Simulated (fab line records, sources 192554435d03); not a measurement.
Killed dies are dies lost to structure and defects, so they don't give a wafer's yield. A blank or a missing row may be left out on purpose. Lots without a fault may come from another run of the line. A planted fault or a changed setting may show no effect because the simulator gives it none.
Split-lot experiment | flow n5_finfet | 7 lots, 21 wafers read, on a route of 1938 steps

THE SPLIT
At N5_BEOL_M14_SPUTTER_44 (material Ta, target thk 15 nm, time 24.19 s), the setting time_s was moved away from the recipe's 24.19 s on 4 of the 21 wafers read, by -14.7% to -5.7%. The other wafers ran this setting at the recipe's value.

The reading is taken at the split's own step.

THE READING
Ta_of_BEOL_M14_SPUTTER_44.thk_nm (the simulator's own value, which no gauge read), in nm, at N5_BEOL_M14_SPUTTER_44 (material Ta, target thk 15 nm, time 24.19 s). The file gives no usual value for it. The 17 wafers here that ran the recipe average 15.1 nm, standard deviation 0.21 nm.

wafer  | tool, chamber at the split | time_s as run, s | against the recipe | Ta_of_BEOL_M14_SPUTTER_44.thk_nm, nm | against lot-mates on the recipe
L075.2 | pvd_sputter-02, -          | 24.19            | recipe             | 15                                   | -
L075.3 | pvd_sputter-02, -          | 24.19            | recipe             | 15                                   | -
L075.6 | pvd_sputter-02, -          | 22.81            | -5.7%              | 14                                   | -1.0
L076.3 | pvd_sputter-02, -          | 20.64            | -14.7%             | 12.8                                 | -2.1
L076.4 | pvd_sputter-02, -          | 24.19            | recipe             | 15                                   | -
L076.5 | pvd_sputter-02, -          | 24.19            | recipe             | 14.8                                 | -
L080.2 | pvd_sputter-02, -          | 24.19            | recipe             | 15.2                                 | -
L080.5 | pvd_sputter-02, -          | 24.19            | recipe             | 15                                   | -
L080.6 | pvd_sputter-02, -          | 24.19            | recipe             | 15                                   | -
L081.2 | pvd_sputter-01, -          | 24.19            | recipe             | 15.6                                 | -
L081.5 | pvd_sputter-01, -          | 24.19            | recipe             | 15.4                                 | -
L081.6 | pvd_sputter-01, -          | 24.19            | recipe             | 15.4                                 | -
L084.3 | pvd_sputter-02, -          | 24.19            | recipe             | 15                                   | -
L084.5 | pvd_sputter-02, -          | 24.19            | recipe             | 15                                   | -
L084.6 | pvd_sputter-02, -          | 24.19            | recipe             | 15                                   | -
L085.2 | pvd_sputter-01, -          | 24.19            | recipe             | 15.2                                 | -
L085.3 | pvd_sputter-01, -          | 24.19            | recipe             | 15.4                                 | -
L085.5 | pvd_sputter-01, -          | 24.19            | recipe             | 15.4                                 | -
L093.1 | pvd_sputter-03, -          | 22.1             | -8.6%              | 13.6                                 | -1.4
L093.5 | pvd_sputter-03, -          | 22.1             | -8.6%              | 13.6                                 | -1.4
L093.3 | pvd_sputter-03, -          | 24.19            | recipe             | 15                                   | -

THE FIT
A straight line over all 21 wafers: Ta_of_BEOL_M14_SPUTTER_44.thk_nm changes by +0.169 nm for each +1% of time_s; r = +0.96; the points scatter about the line by 0.21 nm.
The same after taking each lot's own level away (the mean of its wafers on the recipe; 21 wafers): +0.152 nm for each +1%; r = +0.99; scatter 0.088 nm.
On that fit, the largest move of time_s shifts the reading by 2.2 nm.
The lots' own levels span 14.90 to 15.47 nm, that is 2.6 times the standard deviation above.
So the lot-to-lot level changes the slope: the two fits differ.
Check: with one of the wafers moved furthest among these (-14.7%) left out of the fit, the line predicts -2.41 nm for it against its lot-mates. It came out at -2.1 nm against them.

OTHER SPLITS ON THESE WAFERS
These wafers also went through other splits before the reading. Each is held against what the fit with the lots' levels taken away leaves over:
other split on the same wafers | wafers away from the commonest value | r with Ta_of_BEOL_M14_SPUTTER_44.thk_nm (lot level and that fit taken away)
N5_BEOL_M14_EXPOSE_25 dose_mj  | 2                                    | +0.36

THE FILE'S OWN FIT
Ta_of_BEOL_M14_SPUTTER_44.thk_nm changes by +0.151 nm for each +1% of time_s, r = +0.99.
